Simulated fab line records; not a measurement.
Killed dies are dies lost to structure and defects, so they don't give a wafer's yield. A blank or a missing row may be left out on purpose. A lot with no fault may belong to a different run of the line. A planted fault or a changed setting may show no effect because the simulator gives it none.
Matching of chambers | flow nand-harc | NHARC_P_CONTACT_DESCUM_17 on rie-diel-09: 4 sister chambers
The step chemistry O2, time 3 s. 20 wafers are shown with their chamber, then 10 later ones without.

WAFERS, EACH WITH ITS CHAMBER
wafer  | chamber | showerhead-plenum-p-Torr (Torr) | oes-product-au (a.u.) | chamber-pressure-mTorr (mTorr)
L077.3 | 0       | 2.03                            | 1.006                 | 60.04
L077.4 | 3       | 1.93                            | 0.989                 | 59.94
L077.6 | 0       | 2.03                            | 0.998                 | 60.02
L075.2 | 0       | 2.03                            | 0.998                 | 59.96
L075.4 | 3       | 1.93                            | 1.005                 | 59.92
L075.6 | 0       | 2.03                            | 0.999                 | 60.12
L078.3 | 0       | 2.03                            | 0.999                 | 60.01
L078.4 | 1       | 1.95                            | 1.001                 | 60.09
L078.5 | 1       | 1.95                            | 1.004                 | 59.97
L079.2 | 2       | 1.84                            | 0.990                 | 60.00
L079.3 | 3       | 1.93                            | 1.006                 | 60.00
L079.5 | 2       | 1.84                            | 1.002                 | 60.06
L084.1 | 1       | 1.95                            | 1.012                 | 60.05
L084.4 | 2       | 1.84                            | 0.997                 | 59.98
L084.6 | 1       | 1.95                            | 1.007                 | 60.05
L083.2 | 2       | 1.84                            | 1.002                 | 60.01
L083.4 | 1       | 1.95                            | 1.016                 | 60.06
L083.5 | 1       | 1.95                            | 0.999                 | 59.94
L088.3 | 0       | 2.03                            | 0.988                 | 59.91
L088.4 | 2       | 1.83                            | 0.995                 | 59.90

SIGNATURES, as means of the wafers listed above
reading                  | chamber 0 | chamber 1 | chamber 2 | chamber 3 | scatter within a chamber
showerhead-plenum-p-Torr | 2.0300    | 1.9500    | 1.8380    | 1.9300    | 0.00224
oes-product-au           | 0.99800   | 1.00650   | 0.99720   | 1.00000   | 0.00644
chamber-pressure-mTorr   | 60.0100   | 60.0267   | 59.9900   | 59.9533   | 0.061
Rule: for each reading, subtract the chamber's mean from the wafer's reading, divide by that reading's scatter and square the result; add these up over the readings and take the root, which gives the wafer's distance from the chamber. The wafer belongs to the nearest chamber; if the next one is less than 2 further off, it can't be placed. How the scatter is found: for the shown wafers, subtract from each reading the mean of its chamber, square and add these, divide the total by (wafers less chambers), then take the root.

WAFERS WHOSE CHAMBER IS MISSING
wafer  | showerhead-plenum-p-Torr (Torr) | oes-product-au (a.u.) | chamber-pressure-mTorr (mTorr)
L088.5 | 1.95                            | 1.009                 | 60.07
L094.4 | 2.02                            | 1.000                 | 59.99
L094.5 | 2.02                            | 0.998                 | 60.07
L094.6 | 1.95                            | 0.995                 | 59.98
L095.2 | 1.93                            | 1.002                 | 60.04
L095.5 | 1.93                            | 0.997                 | 60.03
L095.6 | 1.83                            | 0.990                 | 60.07
L097.3 | 1.94                            | 1.014                 | 59.98
L097.4 | 1.93                            | 1.002                 | 59.98
L097.6 | 2.02                            | 0.999                 | 59.99

CHAMBER TAKEN BY EACH
wafer  | from the rows above     | in truth
L088.5 | 1                       | 1
L094.4 | 0                       | 0
L094.5 | 0                       | 0
L094.6 | 1                       | 1
L095.2 | 3                       | 3
L095.5 | 3                       | 3
L095.6 | 2                       | 2
L097.3 | can't be placed: 1 or 3 | 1
L097.4 | 3                       | 3
L097.6 | 0                       | 0
Correctly placed: 9 of 10. These rows do not allow placing 1 (true chamber among the candidates in 1). Wrongly placed: 0.
